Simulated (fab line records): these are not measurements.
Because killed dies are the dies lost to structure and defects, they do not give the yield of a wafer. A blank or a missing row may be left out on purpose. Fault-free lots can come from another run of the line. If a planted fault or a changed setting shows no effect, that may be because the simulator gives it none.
fab line records	flow n5Finfet
record lots=10	wafers=29	lastDay=20
route steps=1938 shown SDB@364 DUMMY_REMOVAL@378 HKMG_FIN@386 PASSIVATION@1936
lots with no fault: from the same line, run without faults
startH: hours from the record's opening day to when the first of the lot's shown wafers began	waitH: hours from the lot's prior step to this one	" the same as in the row above	L1.1+2: several wafers, shown together as one row	- no value present, or no start provided	* or withheld: withheld	< > ~ a bound
route shown NAME@n: a module of which the file shows steps, and the number in the route of the first	usual: average and standard deviation across the fault-free wafers	same: alike in all rows	chamber/n: place in a boat	sites: readings site by site	_std_site: standard deviation across them	_edge_site: the outer-site mean with the inner-site mean subtracted	radiusMm: for every site, how far away it sits from the centre of the wafer	mask NAME#n: copy n	behind: the tool/chamber that last shaped the wafer	hold: what put the lot on hold/how long, in hours/how the hold closed	device: transistor that didn't switch, given as n, p or np	end of line: the tests these same wafers got at the end of their route	a step given without rows: its recipe and nothing more	killed: at the first sort, the dies lost to defects and structure; wafer yield is something else	map: dies across one wafer; x = killed, . = not, _ = none there
set.NAME: the setting as run; set.NAME@STEP: as run at that earlier step	model.NAME: the simulator's own value behind a step, which no gauge read
route steps across a sampled set of lots; one table per step, one row per wafer
services: from which hour (startH, from the record's first day; less than 0 if before it) a tool's chamber was out of use, for how many hours, and why
## steps
# step N5_SDB_HM_OPEN_20
# recipe chemistry=CH3F/O2	target=SiNx	maskMaterial=SOC	targetDepthA=240	stopOn=poly-Si	overEtchFrac=0.4	ionEnergyEv=120	pressureMtorr=30	sourceW=395	biasW=73	Ar_flow_sccm=150	CH3F_flow_sccm=30	O2_flow_sccm=20
# usual biasW=72.98/0.21	drypumpMotorCurrentA=5.6/0.41	oesProductAu=0.62/0.043	rfVppV=298/7	showerheadPlenumPTorr=1.99/0.075	throttleValvePct=16.39/0.19
lot.wafer	tool	chamber	startH	waitH	biasW	drypumpMotorCurrentA	oesProductAu	rfHoursCounterH	rfVppV	showerheadPlenumPTorr	throttleValvePct
L573.2	rieDiel-05	2	66.11	0.0	72.97	5.3	0.60	180	301	2.09	16.48
L573.3	"	1	"	"	72.99	6.2	0.67	97	298	2.01	16.54
L573.5	"	3	"	"	73.05	5.4	0.60	-	292	1.92	16.36
L574.3	rieDiel-05	3	78.23	0.0	73.13	5.5	0.58	199	293	1.92	16.34
L574.5	"	1	"	"	72.45	6.2	0.67	-	298	2.01	16.52
L574.6	"	0	"	"	72.87	5.2	0.64	-	296	1.91	16.16
L577.1	rieDiel-01	1	89.51	0.0	73.37	5.8	0.68	79	314	2.13	16.15
L577.3	"	2	"	"	72.93	5.1	0.59	176	295	2.00	16.52
L577.6	"	3	"	"	73.33	5.1	0.67	-	302	1.92	16.33
L578.1	rieDiel-01	3	96.49	0.0	73.05	5.0	0.66	109	301	1.92	16.34
L578.4	"	0	"	"	72.97	6.2	0.59	206	294	2.08	16.56
L578.6	"	0	"	"	73.16	6.3	0.58	-	293	2.08	16.56
L581.2	rieDiel-05	2	113.53	0.0	73.11	5.3	0.60	194	299	2.09	16.51
L581.4	"	0	"	"	72.94	5.1	0.63	164	298	1.91	16.17
L581.5	"	1	"	"	72.92	6.1	0.65	-	298	2.00	16.55
L584.1	rieDiel-04	3	132.74	0.0	72.87	5.5	0.64	133	289	1.92	16.29
L584.2	"	1	"	"	72.98	6.1	0.61	164	293	1.93	16.59
L584.4	"	0	"	"	72.94	5.7	0.65	117	313	2.01	15.95
L587.1	rieDiel-04	1	149.31	0.0	72.79	6.1	0.60	170	294	1.92	16.62
L587.2	"	3	"	"	73.22	5.5	0.64	138	288	1.92	16.31
L587.6	"	0	"	"	73.18	5.8	0.63	-	314	2.01	15.95
L588.2	rieDiel-01	2	157.99	0.0	73.39	5.1	0.57	198	294	1.99	16.55
L588.6	"	2	"	"	73.17	5.1	0.59	-	292	1.99	16.55
L591.1	rieDiel-04	1	173.04	0.0	73.11	6.1	0.60	174	291	1.92	16.61
L591.3	"	0	"	"	72.96	5.8	0.64	127	313	2.00	15.95
L591.5	"	1	"	"	73.23	6.1	0.62	-	292	1.92	16.63
L595.2	rieDiel-01	2	201.72	0.0	73.05	5.1	0.57	207	292	1.99	16.56
L595.3	"	0	"	"	72.86	6.2	0.55	242	292	2.06	16.61
L595.4	"	1	"	"	72.79	5.8	0.66	117	316	2.12	16.22
# step N5_SDB_CUT_ETCH_26
# recipe chemistry=HBr/Cl2/O2	target=Si	targetDepthA=1296	btTimeS=20	maskMaterial=SiNx	timeS=51.8	ionEnergyEv=*	biasW=*	pressureMtorr=10	icpW=800	HBr_flow_sccm=150	Cl2_flow_sccm=80	O2_flow_sccm=12
# usual biasW=*	drypumpMotorCurrentA=5.6/0.43	oesProductAu=1.000/0.018	throttleValvePct=37.2/0.47
lot.wafer	tool	chamber	startH	waitH	biasW	drypumpMotorCurrentA	oesProductAu	rfHoursCounterH	throttleValvePct
L573.2	rieSi-01	1	66.68	0.1	*	5.0	1.016	58	37.0
L573.3	"	3	"	"	*	5.4	0.982	130	37.6
L573.5	"	0	"	"	*	6.0	0.991	-	37.5
L574.3	rieSi-01	0	78.62	0.1	*	5.9	1.002	188	37.5
L574.5	"	2	"	"	*	5.0	0.964	-	37.0
L574.6	"	3	"	"	*	5.5	0.981	-	37.7
L577.1	rieSi-06	1	89.90	0.1	*	5.3	0.988	129	37.4
L577.3	"	3	"	"	*	5.5	1.009	83	38.3
L577.6	"	3	"	"	*	5.5	1.014	-	38.3
L578.1	rieSi-06	3	96.87	0.1	*	5.5	1.011	83	38.3
L578.4	"	1	"	"	*	5.4	0.999	129	37.4
L578.6	"	3	"	"	*	5.6	1.012	-	38.3
L581.2	rieSi-02	1	113.91	0.1	*	5.8	0.979	63	36.6
L581.4	"	0	"	"	*	5.5	1.016	4	36.5
L581.5	"	2	"	"	*	5.8	1.019	-	37.5
L584.1	rieSi-01	2	133.12	0.1	*	4.9	0.975	121	37.0
L584.2	"	0	"	"	*	6.0	0.999	189	37.5
L584.4	"	3	"	"	*	5.4	0.981	131	37.6
L587.1	rieSi-01	3	149.83	0.1	*	5.4	0.987	132	37.7
L587.2	"	0	"	"	*	5.9	1.004	189	37.5
L587.6	"	3	"	"	*	5.5	0.981	-	37.6
L588.2	rieSi-01	0	158.86	0.1	*	5.9	0.994	189	37.5
L588.6	"	1	"	"	*	5.1	1.023	-	37.0
L591.1	rieSi-01	1	173.43	0.1	*	5.0	1.023	60	37.0
L591.3	"	3	"	"	*	5.5	0.985	132	37.6
L591.5	"	1	"	"	*	5.1	1.019	-	37.0
L595.2	rieSi-06	1	202.50	0.1	*	5.3	0.997	131	37.4
L595.3	"	0	"	"	*	5.5	0.999	51	36.7
L595.4	"	2	"	"	*	5.1	1.020	4	37.2
# step N5_DUMMY_REMOVAL_STRIP_10
# recipe chemistry=N2/H2	timeS=40	powerW=100	tempC=40	pressureMtorr=100	rfFrequencyHz=6e+07	biasPowerW=3	n2FlowSccm=300	h2FlowSccm=300
# usual drypumpMotorCurrentA=5.6/0.35	oesProductAu=0.80/0.081	rfVppV=45.4/0.75	showerheadPlenumPTorr=3.38/0.12	tempC=39.98/0.1	throttleValvePct=12.17/0.2
lot.wafer	tool	chamber	startH	waitH	drypumpMotorCurrentA	oesProductAu	rfHoursCounterH	rfVppV	showerheadPlenumPTorr	tempC	throttleValvePct
L573.2	rieDiel-03	1	69.99	0.0	6.5	0.79	126	45.8	3.38	40.10	12.06
L573.3	"	0	"	"	6.0	0.98	2	44.6	3.50	39.84	12.13
L573.5	"	0	"	"	6.0	0.98	-	45.5	3.50	39.99	12.14
L574.3	rieDiel-03	2	81.92	0.0	5.4	0.69	189	46.2	3.48	39.86	12.26
L574.5	"	3	"	"	4.9	0.76	-	45.9	3.52	39.97	12.49
L574.6	"	2	"	"	5.4	0.69	-	46.6	3.48	39.85	12.27
L577.1	rieDiel-02	0	93.20	0.0	5.5	0.82	79	45.6	3.31	40.07	12.11
L577.3	"	1	"	"	5.4	0.90	36	45.9	3.56	39.93	11.82
L577.6	"	1	"	"	5.5	0.89	-	46.8	3.56	40.00	11.82
L578.1	rieDiel-03	2	100.69	0.0	5.4	0.69	195	46.1	3.47	40.05	12.26
L578.4	"	1	"	"	6.5	0.79	134	44.0	3.38	40.04	12.09
L578.6	"	3	"	"	4.9	0.76	-	46.4	3.51	39.96	12.50
L581.2	rieDiel-02	1	117.40	0.0	5.4	0.88	44	45.4	3.56	39.85	11.83
L581.4	"	2	"	"	5.6	0.75	-	44.2	3.35	39.88	12.25
L581.5	"	1	"	"	5.4	0.88	-	44.7	3.56	39.89	11.83
L584.1	rieDiel-03	2	136.43	0.0	5.4	0.69	205	45.9	3.47	40.11	12.29
L584.2	"	1	"	"	6.5	0.78	140	46.1	3.37	40.04	12.11
L584.4	"	3	"	"	4.9	0.74	165	45.7	3.51	40.08	12.51
L587.1	rieDiel-06	0	153.13	0.0	5.5	0.95	10	45.1	3.32	39.82	11.78
L587.2	"	3	"	"	5.8	0.71	192	46.2	3.35	39.95	12.37
L587.6	"	0	"	"	5.5	0.97	-	44.6	3.32	39.88	11.78
L588.2	rieDiel-06	1	162.16	0.0	5.3	0.87	58	46.2	3.40	39.95	11.97
L588.6	"	2	"	"	5.9	0.81	-	46.4	3.16	40.14	12.21
L591.1	rieDiel-03	0	176.97	0.0	6.0	0.89	33	45.6	3.48	40.00	12.22
L591.3	"	1	"	"	6.5	0.77	152	45.5	3.37	40.13	12.13
L591.5	"	3	"	"	4.9	0.75	-	44.6	3.50	40.15	12.54
L595.2	rieDiel-06	2	205.87	0.0	5.9	0.79	110	44.7	3.15	40.08	12.25
L595.3	"	1	"	"	5.4	0.84	70	45.6	3.40	39.86	12.00
L595.4	"	0	"	"	5.5	0.93	24	43.8	3.31	39.96	11.81
# step N5_DUMMY_REMOVAL_INSPECT_06
# recipe inspectInstrument=brightfield	mode=aei
# usual rawDefectCount=11/4.6
lot.wafer	tool	chamber	startH	waitH	rawDefectCount
L573.2	defectInspect-02	-	70.15	0.0	20
L573.3	"	-	"	"	21
L573.5	"	-	"	"	11
L574.3	defectInspect-02	-	82.08	0.0	12
L574.5	"	-	"	"	7
L574.6	"	-	"	"	8
L577.1	defectInspect-01	-	93.36	0.0	14
L577.3	"	-	"	"	17
L577.6	"	-	"	"	18
L578.1	defectInspect-02	-	100.85	0.0	5
L578.4	"	-	"	"	10
L578.6	"	-	"	"	11
L581.2	defectInspect-01	-	117.60	0.0	16
L581.4	"	-	"	"	16
L581.5	"	-	"	"	21
L584.1	defectInspect-02	-	136.59	0.0	21
L584.2	"	-	"	"	8
L584.4	"	-	"	"	17
L587.1	defectInspect-02	-	153.29	0.0	7
L587.2	"	-	"	"	9
L587.6	"	-	"	"	15
L588.2	defectInspect-02	-	162.33	0.0	13
L588.6	"	-	"	"	13
L591.1	defectInspect-02	-	177.14	0.0	16
L591.3	"	-	"	"	13
L591.5	"	-	"	"	622
L595.2	defectInspect-02	-	206.03	0.0	9
L595.3	"	-	"	"	13
L595.4	"	-	"	"	12
# step N5_HKMG_FIN_HK_ALD_01
# recipe material=HfO2	targetThkA=16	tempC=withheld	aldPrecursorFamily=HfCl4	aldCoReactant=H2O	pulseTimeS=3	purgeTimeS=3	coReactantPurgeTimeS=2.5	coReactantPulseTimeS=0.3	aldCycles=30
# usual precursorPulseHeightRel=1.002/0.018
# same pulseTimeS=3
lot.wafer	tool	chamber	startH	waitH	precursorPulseHeightRel
L573.2	aldHk-03	2	70.51	0.0	1.032
L573.3	"	0	"	"	1.013
L573.5	"	2	"	"	0.993
L574.3	aldHk-03	3	82.44	0.0	1.010
L574.5	"	2	"	"	0.997
L574.6	"	1	"	"	1.013
L577.1	aldHk-03	2	93.72	0.0	0.999
L577.3	"	1	"	"	0.966
L577.6	"	2	"	"	1.011
L578.1	aldHk-02	2	101.22	0.0	1.009
L578.4	"	0	"	"	0.968
L578.6	"	1	"	"	0.994
L581.2	aldHk-02	0	117.95	0.0	1.017
L581.4	"	1	"	"	0.992
L581.5	"	1	"	"	0.992
L584.1	aldHk-03	0	137.00	0.1	0.976
L584.2	"	1	"	"	1.016
L584.4	"	2	"	"	0.996
L587.1	aldHk-03	0	153.70	0.1	0.982
L587.2	"	3	"	"	1.018
L587.6	"	1	"	"	1.017
L588.2	aldHk-02	3	162.73	0.1	0.984
L588.6	"	1	"	"	1.054
L591.1	aldHk-01	0	177.49	0.0	0.992
L591.3	"	1	"	"	0.983
L591.5	"	1	"	"	1.010
L595.2	aldHk-03	3	206.39	0.0	1.018
L595.3	"	2	"	"	1.000
L595.4	"	1	"	"	1.029
# step N5_PASSIVATION_PROBE_49
# usual killed_at_M0_to_M3=36/10	killed_at_M4_up=14/5.2	killedAtContacts=12/6	killedAtFrontEnd=37/10	killedAtOther=4/3.3	killedDies=104/18	killedOnRim=14/4.1	killedOpen=68/14	killedShort=34/7.4
# same grossDies=1180	killedAtBackSide=0
lot.wafer	tool	chamber	startH	waitH	killed_at_M0_to_M3	killed_at_M4_up	killedAtContacts	killedAtFrontEnd	killedAtOther	killedDies	killedOnRim	killedOpen	killedShort
L573.2	prober-01	-	301.25	0.1	33	28	23	22	2	108	17	80	26
L573.3	prober-01	-	301.30	0.1	47	10	16	22	1	96	15	50	45
L573.5	prober-01	-	301.40	0.2	44	22	9	29	2	106	10	75	31
L574.3	prober-01	-	319.01	0.1	39	14	21	58	4	136	17	90	44
L574.5	prober-01	-	319.11	0.2	31	21	12	56	11	131	15	82	42
L574.6	prober-01	-	319.16	0.3	44	23	16	35	0	118	19	82	31
L577.1	prober-02	-	331.91	0.0	22	15	8	50	5	100	16	70	30
L577.3	prober-02	-	332.01	0.1	38	22	24	33	2	119	15	87	31
L577.6	prober-02	-	332.16	0.3	32	10	13	46	7	108	10	66	38
L578.1	prober-01	-	344.30	0.0	53	14	14	30	5	116	17	85	29
L578.4	prober-01	-	344.45	0.2	27	25	29	31	5	117	13	77	33
L578.6	prober-01	-	344.55	0.3	56	18	23	41	0	138	15	96	40
L581.2	prober-02	-	348.20	0.1	46	19	22	26	8	121	17	85	35
L581.4	prober-02	-	348.30	0.2	44	27	12	57	6	146	17	102	42
L581.5	prober-02	-	348.35	0.2	63	26	14	36	7	146	19	95	48
L584.1	prober-01	-	388.69	0.0	49	19	12	28	0	108	12	65	43
L584.2	prober-01	-	388.74	0.1	35	13	10	36	0	94	12	65	28
L584.4	prober-01	-	388.84	0.2	26	11	11	35	2	85	2	57	28
L588.2	prober-01	-	399.11	0.1	49	10	7	40	8	114	12	75	31
L588.6	prober-01	-	399.31	0.3	23	13	3	28	3	70	14	49	20
L587.1	prober-01	-	400.51	0.0	42	14	10	61	2	129	15	77	52
L587.2	prober-01	-	400.56	0.1	29	12	7	41	2	91	7	55	36
L587.6	prober-01	-	400.76	0.3	44	9	11	52	1	117	12	71	45
L591.1	prober-02	-	439.42	0.0	50	14	10	46	8	128	15	91	36
L591.3	prober-02	-	439.52	0.1	40	9	16	45	4	114	10	86	28
L591.5	prober-02	-	439.62	0.2	43	10	6	93	6	158	29	66	26
L595.2	prober-01	-	481.84	0.1	36	10	9	33	5	93	12	68	25
L595.3	prober-01	-	481.89	0.1	29	13	9	32	3	86	15	60	26
L595.4	prober-01	-	481.94	0.2	30	3	7	34	0	74	9	57	15
# killed by level:class
L573.2 MOL_CONTACT_COAG:geometricParticle:open=20 BEOL_M4:geometricParticle:open=11 BEOL_M1:geometricParticle:open=8 FIN_SAQP:geometricParticle:open=7 STI_FIN_REVEAL:geometricParticle:open=5 BEOL_M0_SAQP:geometricParticle:short=5 BEOL_M0_SAQP:geometricParticle:open=5 BEOL_M5:geometricParticle:open=5
L573.3 MOL_CONTACT_COAG:geometricParticle:open=13 BEOL_M0_SAQP:geometricParticle:short=13 BEOL_M1:geometricParticle:open=10 FIN_SAQP:geometricParticle:short=7 BEOL_M1:geometricParticle:short=6 BEOL_M0_SAQP:geometricParticle:open=5 STI_FIN_REVEAL:geometricParticle:open=4 BEOL_M0:geometricParticle:short=4
L573.5 BEOL_M1:geometricParticle:open=15 FIN_SAQP:geometricParticle:open=10 BEOL_M0_SAQP:geometricParticle:short=10 BEOL_M0_SAQP:geometricParticle:open=9 MOL_CONTACT_COAG:geometricParticle:open=7 BEOL_M4:geometricParticle:open=7 BEOL_M5:geometricParticle:open=6 FIN_SAQP:geometricParticle:short=4
L574.3 STI_FIN_REVEAL:geometricParticle:open=21 MOL_CONTACT_COAG:geometricParticle:open=16 BEOL_M0_SAQP:geometricParticle:short=10 STI_FIN_REVEAL:geometricParticle:short=9 BEOL_M2:geometricParticle:open=9 FIN_SAQP:geometricParticle:short=7 BEOL_M0_SAQP:geometricParticle:open=7 FIN_SAQP:geometricParticle:open=6
L574.5 FIN_SAQP:geometricParticle:open=15 MOL_CONTACT_COAG:geometricParticle:open=12 FIN_SAQP:geometricParticle:short=9 BEOL_M0_SAQP:geometricParticle:short=9 BEOL_M1:geometricParticle:open=8 BEOL_M4:geometricParticle:open=8 STI_FIN_REVEAL:geometricParticle:open=6 BEOL_M0_SAQP:geometricParticle:open=6
L574.6 BEOL_M4:geometricParticle:open=17 MOL_CONTACT_COAG:geometricParticle:open=13 BEOL_M3:geometricParticle:open=13 FIN_SAQP:geometricParticle:open=8 BEOL_M0_SAQP:geometricParticle:short=7 BEOL_M0_SAQP:geometricParticle:open=6 BEOL_M1:geometricParticle:open=6 BEOL_M1:geometricParticle:short=4
L577.1 FIN_SAQP:geometricParticle:open=14 STI_FIN_REVEAL:geometricParticle:open=11 MOL_CONTACT_COAG:geometricParticle:open=7 BEOL_M0_SAQP:geometricParticle:open=7 BEOL_M4:geometricParticle:open=6 FIN_SAQP:geometricParticle:short=5 ILD0:geometricParticle:short=4 BEOL_M0_SAQP:geometricParticle:short=4
L577.3 MOL_CONTACT_COAG:geometricParticle:open=17 BEOL_M0_SAQP:geometricParticle:open=13 FIN_SAQP:geometricParticle:open=11 MOL_CONTACT_COAG:geometricParticle:short=7 BEOL_M2:geometricParticle:open=7 BEOL_M0_SAQP:geometricParticle:short=6 BEOL_M4:geometricParticle:open=6 BEOL_M7:geometricParticle:open=6
L577.6 FIN_SAQP:geometricParticle:open=12 BEOL_M0_SAQP:geometricParticle:short=11 MOL_CONTACT_COAG:geometricParticle:open=10 BEOL_M0_SAQP:geometricParticle:open=9 STARTING-WAFER:geometricParticle:open=6 BEOL_M2:geometricParticle:open=6 FIN_SAQP:geometricParticle:short=5 STI_FIN_REVEAL:geometricParticle:open=4
L578.1 BEOL_M3:geometricParticle:open=15 MOL_CONTACT_COAG:geometricParticle:open=14 DUMMY_GATE:geometricParticle:open=10 BEOL_M0_SAQP:geometricParticle:open=9 BEOL_M0_SAQP:geometricParticle:short=9 BEOL_M2:geometricParticle:open=8 BEOL_M4:geometricParticle:open=7 BEOL_M1:geometricParticle:open=4
L578.4 MOL_CONTACT_COAG:geometricParticle:open=21 BEOL_M3:geometricParticle:open=9 MOL_CONTACT_COAG:geometricParticle:short=8 BEOL_M4:geometricParticle:open=8 FIN_SAQP:geometricParticle:open=6 BEOL_M0_SAQP:geometricParticle:open=5 HKMG_FIN:areaEtch=5 GATE_CUT:geometricParticle:open=4
L578.6 MOL_CONTACT_COAG:geometricParticle:open=17 BEOL_M0_SAQP:geometricParticle:open=13 FIN_SAQP:geometricParticle:open=11 BEOL_M1:geometricParticle:open=11 BEOL_M0_SAQP:geometricParticle:short=11 BEOL_M2:geometricParticle:open=9 BEOL_M3:geometricParticle:open=8 FIN_SAQP:geometricParticle:short=7
L581.2 MOL_CONTACT_COAG:geometricParticle:open=17 BEOL_M3:geometricParticle:open=15 BEOL_M0_SAQP:geometricParticle:open=10 BEOL_M0_SAQP:geometricParticle:short=8 BEOL_M4:geometricParticle:open=7 MOL_CONTACT_COAG:geometricParticle:short=5 BEOL_M1:geometricParticle:open=5 FIN_SAQP:geometricParticle:open=4
L581.4 STI_FIN_REVEAL:geometricParticle:open=24 BEOL_M4:geometricParticle:open=14 BEOL_M3:geometricParticle:open=11 MOL_CONTACT_COAG:geometricParticle:open=8 BEOL_M2:geometricParticle:open=8 BEOL_M0_SAQP:geometricParticle:short=7 STARTING-WAFER:geometricParticle:open=7 ILD0:geometricParticle:open=5
L581.5 BEOL_M3:geometricParticle:open=15 BEOL_M2:geometricParticle:open=15 BEOL_M4:geometricParticle:open=13 MOL_CONTACT_COAG:geometricParticle:open=11 BEOL_M0_SAQP:geometricParticle:short=9 BEOL_M0_SAQP:geometricParticle:open=6 STARTING-WAFER:geometricParticle:open=6 BEOL_M3:geometricParticle:short=5
L584.1 BEOL_M0_SAQP:geometricParticle:short=12 BEOL_M3:geometricParticle:open=11 MOL_CONTACT_COAG:geometricParticle:open=9 BEOL_M4:geometricParticle:open=7 STI_FIN_REVEAL:geometricParticle:open=6 BEOL_M0_SAQP:geometricParticle:open=6 FIN_SAQP:geometricParticle:short=5 BEOL_M1:geometricParticle:open=5
L584.2 BEOL_M3:geometricParticle:open=11 MOL_CONTACT_COAG:geometricParticle:open=8 BEOL_M1:geometricParticle:open=8 FIN_SAQP:geometricParticle:short=5 STI_FIN_REVEAL:geometricParticle:open=5 ILD0:geometricParticle:short=5 BEOL_M0_SAQP:geometricParticle:open=5 BEOL_M0_SAQP:geometricParticle:short=5
L584.4 MOL_CONTACT_COAG:geometricParticle:open=11 BEOL_M3:geometricParticle:open=10 FIN_SAQP:geometricParticle:open=8 STI_FIN_REVEAL:geometricParticle:open=8 FIN_SAQP:geometricParticle:short=7 GATE_CUT:geometricParticle:short=6 BEOL_M2:geometricParticle:open=6 BEOL_M0_SAQP:geometricParticle:open=3
L588.2 BEOL_M0_SAQP:geometricParticle:open=15 BEOL_M3:geometricParticle:open=11 BEOL_M0_SAQP:geometricParticle:short=8 HKMG_FIN:areaEtch=8 MOL_CONTACT_COAG:geometricParticle:open=7 FIN_SAQP:geometricParticle:open=6 BEOL_M4:geometricParticle:open=6 STI_FIN_REVEAL:geometricParticle:open=5
L588.6 BEOL_M0_SAQP:geometricParticle:open=7 BEOL_M3:geometricParticle:open=7 FIN_SAQP:geometricParticle:open=6 BEOL_M4:geometricParticle:open=6 GATE_CUT:geometricParticle:short=5 STI_FIN_REVEAL:geometricParticle:open=4 BEOL_M0_SAQP:geometricParticle:short=4 FIN_SAQP:geometricParticle:short=3
L587.1 STI_FIN_REVEAL:geometricParticle:open=13 BEOL_M0_SAQP:geometricParticle:open=10 BEOL_M0_SAQP:geometricParticle:short=8 FIN_SAQP:geometricParticle:open=7 FIN_SAQP:geometricParticle:short=7 MOL_CONTACT_COAG:geometricParticle:open=7 STI_FIN_REVEAL:geometricParticle:short=6 ILD0:geometricParticle:short=6
L587.2 FIN_SAQP:geometricParticle:open=9 BEOL_M1:geometricParticle:open=9 GATE_CUT:geometricParticle:short=7 MOL_CONTACT_COAG:geometricParticle:open=7 FIN_SAQP:geometricParticle:short=6 BEOL_M2:geometricParticle:open=5 BEOL_M1:geometricParticle:short=5 BEOL_M4:geometricParticle:open=5
L587.6 FIN_SAQP:geometricParticle:open=16 FIN_SAQP:geometricParticle:short=14 BEOL_M1:geometricParticle:open=14 BEOL_M0_SAQP:geometricParticle:short=9 DUMMY_GATE:geometricParticle:open=8 MOL_CONTACT_COAG:geometricParticle:open=7 BEOL_M2:geometricParticle:open=7 BEOL_M0_SAQP:geometricParticle:open=5
L591.1 BEOL_M2:geometricParticle:open=20 STI_FIN_REVEAL:geometricParticle:open=15 BEOL_M1:geometricParticle:open=11 MOL_CONTACT_COAG:geometricParticle:open=8 FIN_SAQP:geometricParticle:open=7 BEOL_M0_SAQP:geometricParticle:open=6 BEOL_M0_SAQP:geometricParticle:short=5 BEOL_M5:geometricParticle:open=5
L591.3 BEOL_M1:geometricParticle:open=15 MOL_CONTACT_COAG:geometricParticle:open=12 BEOL_M2:geometricParticle:open=11 STI_FIN_REVEAL:geometricParticle:open=10 FIN_SAQP:geometricParticle:open=9 BEOL_M3:geometricParticle:open=6 FIN_SAQP:geometricParticle:short=4 STI_FIN_REVEAL:geometricParticle:short=4
L591.5 DUMMY_REMOVAL:unspecified=64 BEOL_M1:geometricParticle:open=8 BEOL_M2:geometricParticle:open=8 BEOL_M3:geometricParticle:open=8 BEOL_M0_SAQP:geometricParticle:short=7 MOL_CONTACT_COAG:geometricParticle:open=6 BEOL_M0_SAQP:geometricParticle:open=6 FIN_SAQP:geometricParticle:open=5
L595.2 BEOL_M3:geometricParticle:open=12 MOL_CONTACT_COAG:geometricParticle:open=9 STI_FIN_REVEAL:geometricParticle:open=7 BEOL_M0_SAQP:geometricParticle:open=7 FIN_SAQP:geometricParticle:open=5 BEOL_M2:geometricParticle:open=5 FIN_SAQP:geometricParticle:short=4 BEOL_M4:geometricParticle:open=4
L595.3 MOL_CONTACT_COAG:geometricParticle:open=8 DUMMY_GATE:geometricParticle:open=7 STI_FIN_REVEAL:geometricParticle:open=5 BEOL_M0_SAQP:geometricParticle:short=5 BEOL_M0:geometricParticle:open=5 BEOL_M3:geometricParticle:open=5 FIN_SAQP:geometricParticle:open=4 BEOL_M1:geometricParticle:open=4
L595.4 FIN_SAQP:geometricParticle:open=10 BEOL_M3:geometricParticle:open=10 DUMMY_GATE:geometricParticle:open=7 MOL_CONTACT_COAG:geometricParticle:open=6 STI_FIN_REVEAL:geometricParticle:open=5 BEOL_M0_SAQP:geometricParticle:open=5 BEOL_M1:geometricParticle:open=4 BEOL_M0_SAQP:geometricParticle:short=3
## services
tool	chamber	startH	hours	kind
rieDiel-06	-	46.09	0.8	repair
aldHk-02	-	64.80	8.7	pm
rieSi-06	-	74.70	2.8	pm
aldHk-01	-	85.19	0.3	repair
aldHk-03	-	88.59	0.7	repair
aldHk-01	-	97.85	8.7	pm
rieSi-01	-	98.96	0.4	repair
rieDiel-02	2	105.66	4.1	repair
rieDiel-02	0	109.46	16.2	repair
rieDiel-02	3	114.40	6.5	repair
rieDiel-03	1	114.46	10.7	repair
rieSi-06	1	124.86	13.7	repair
aldHk-02	-	136.92	6.0	pm
rieDiel-03	3	139.89	3.5	repair
rieSi-02	-	140.24	21.3	repair
rieDiel-02	2	162.48	6.6	repair
rieDiel-06	3	163.11	4.1	repair
rieSi-02	0	169.51	14.8	repair
aldHk-02	-	169.76	14.6	pm
rieDiel-01	2	171.91	16.9	repair
aldHk-03	-	185.77	2.8	pm
rieDiel-04	2	196.85	3.7	repair
rieDiel-03	3	200.07	23.7	repair
rieSi-01	0	203.34	-	clean
## key
firstSign step=N5_DUMMY_REMOVAL_INSPECT_06	reading=rawDefectCount	direction=up	sigmas=99+	usual=11	struck=622
effect step=N5_PASSIVATION_PROBE_49	reading=killedAtFrontEnd	direction=up	sigmas=5.4	usual=37	struck=93
moreKillsBornAt N5_DUMMY_REMOVAL_STRIP_10@rieDiel-03=64
metAt N5_DUMMY_REMOVAL_STRIP_10
struckLots L591
struckWafers L591.5
testerLeftOut L591
notActingAt N5_SDB_HM_OPEN_20,N5_SDB_CUT_ETCH_26,N5_HKMG_FIN_HK_ALD_01
onsetBetween 136.43 176.97
fault kind=chamberParticleSource	tool=rieDiel-03	chamber=3	onsetH=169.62	steps=N5_DUMMY_REMOVAL_STRIP_10	ratePerVisitCm2=0.94321	endH=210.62
# testerLeftOut: of these lots the tester's yield and bins aren't shown, on N5 and GAA mostly nor the transistor test; their killed dies are dies lost to structure and defects alone, not to doping, threshold or leakage, so they don't give the yield
